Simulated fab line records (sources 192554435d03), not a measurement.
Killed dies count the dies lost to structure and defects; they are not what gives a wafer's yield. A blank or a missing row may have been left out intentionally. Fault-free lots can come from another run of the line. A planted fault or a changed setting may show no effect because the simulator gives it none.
Split-lot experiment -- flow n5 finfet -- 21 wafers read from 7 lots, route of 1938 steps

## ON THE SPLIT
At N5_SD_EPI_N_EPI_21 (deposits Si:P, time 690 s), the setting epi growth time s was moved away from the recipe's 690 s on 5 of the 21 wafers read, by -10.2% to +10.4%. For the rest of the wafers, this setting stayed at what the recipe calls for.

## FROM THE SPLIT TO THE READING: what the file shows between them, 7 steps
- N5_SD_EPI_N_EPI_MEAS_23
- N5_SD_EPI_N_PRECLEAN_24: cleans in O3/DIW, time 60 s
- N5_SD_EPI_P_COAT_34: time 60 s, resist thk 350 nm (also split here: spin rpm)
- N5_SD_EPI_P_COAT_35: time 60 s, resist thk 35 nm
- N5_SD_EPI_P_COAT_03: resist thk 150 nm
- N5_SD_ACTIVATION_RTA_00: time 0 s
- N5_SD_ACTIVATION_LSA_01: time 0.0008 s

## THE READING
RS_SD_N (ohm/sq), read at N5_SD_ACTIVATION_RS_MEAS_03 with a four-point probe. Fault-free wafers of this fab line usually give 21.89 ohm/sq, standard deviation 0.26 ohm/sq.

wafer,"tool, chamber at the split","epi growth time s as run, s",against the recipe,"RS_SD_N, ohm/sq",against lot-mates on the recipe
L074.1,"epi rpcvd-04, 0",690,recipe,21.95,-
L074.2,"epi rpcvd-04, 0",690,recipe,21.76,-
L074.3,"epi rpcvd-04, 0",690,recipe,21.92,-
L076.1,"epi rpcvd-03, 0",690,recipe,22.04,-
L076.2,"epi rpcvd-03, 0",619.6,-10.2%,23.75,+1.82
L076.4,"epi rpcvd-03, 0",690,recipe,21.82,-
L078.2,"epi rpcvd-01, 0",690,recipe,22.08,-
L078.3,"epi rpcvd-01, 0",690,recipe,21.96,-
L078.6,"epi rpcvd-01, 0",726.6,+5.3%,21.28,-0.74
L082.1,"epi rpcvd-03, 0",735.1,+6.5%,21.29,-0.72
L082.3,"epi rpcvd-03, 0",690,recipe,21.90,-
L082.4,"epi rpcvd-03, 0",690,recipe,22.12,-
L084.2,"epi rpcvd-04, 0",690,recipe,21.94,-
L084.3,"epi rpcvd-04, 0",690,recipe,22.22,-
L084.5,"epi rpcvd-04, 0",690,recipe,22.27,-
L087.3,"epi rpcvd-04, 0",690,recipe,21.91,-
L087.4,"epi rpcvd-04, 0",690,recipe,21.84,-
L087.5,"epi rpcvd-04, 0",690,recipe,22.03,-
L095.2,"epi rpcvd-01, 0",762.1,+10.4%,20.45,-1.63
L095.4,"epi rpcvd-01, 0",690,recipe,22.08,-
L095.5,"epi rpcvd-01, 0",762.1,+10.4%,20.51,-1.57

FIT RESULTS
A straight line over all 21 wafers: RS_SD_N changes by -0.149 ohm/sq for each +1% of epi growth time s; r = -0.98; the points scatter about the line by 0.15 ohm/sq.
The same after taking each lot's own level away (the mean of its wafers on the recipe; 21 wafers): -0.156 ohm/sq for each +1%; r = -0.98; scatter 0.12 ohm/sq.
According to that fit, moving epi growth time s by its largest amount changes the reading by 1.6 ohm/sq.
The span of the lots' own levels, 21.877 to 22.143 ohm/sq, comes to 1.0 times the standard deviation stated above.
The two slopes agree, so the slope changes little with the lot-to-lot level.
Check: -1.59 ohm/sq against its lot-mates is what the line predicts for one of the wafers moved furthest among these (+10.4%) when that wafer is left out of the fit. It came out at -1.63 ohm/sq against them.

## OTHER SPLITS ON THESE WAFERS
These wafers also went through other splits before the reading. Each is held against what the fit with the lots' levels taken away leaves over:
other split on the same wafers,wafers away from the commonest value,r with RS_SD_N (lot level and that fit taken away)
N5_WELL_APT_COAT_02 spin rpm,5,-0.40
N5_PMOS_HMC_CHANNEL_EPI_ETCH_32 bias w,7,-0.09
N5_FIN_SAQP_EXPOSE_13 dose mj,7,-0.09
N5_SD_EPI_P_COAT_34 spin rpm,5,-0.26

## THE WHOLE CHAIN: every reading that the file lists as answering this split, in the file's order
step,what it does,reading,change (the file's fit),r (the file's)
N5_SD_EPI_N_EPI_21,"deposits Si:P, time 690 s","Si-P_of_SD_EPI_N_EPI_21.thk nm (the simulator's own value, which no gauge read)",+0.436 nm for each +1% of the setting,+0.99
N5_SD_EPI_N_EPI_MEAS_23,,thk nm,withheld for each +1% of the setting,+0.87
N5_SD_EPI_N_PRECLEAN_24,"cleans in O3/DIW, time 60 s","Si-P_of_SD_EPI_N_EPI_21.thk nm (the simulator's own value, which no gauge read)",+0.427 nm for each +1% of the setting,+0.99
N5_SD_ACTIVATION_RS_MEAS_03,measures by four-point-probe,RS_SD_N,-0.155 for each +1% of the setting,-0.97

## THE FILE'S OWN FIT
RS_SD_N changes by -0.155 ohm/sq for each +1% of epi growth time s, r = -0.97.
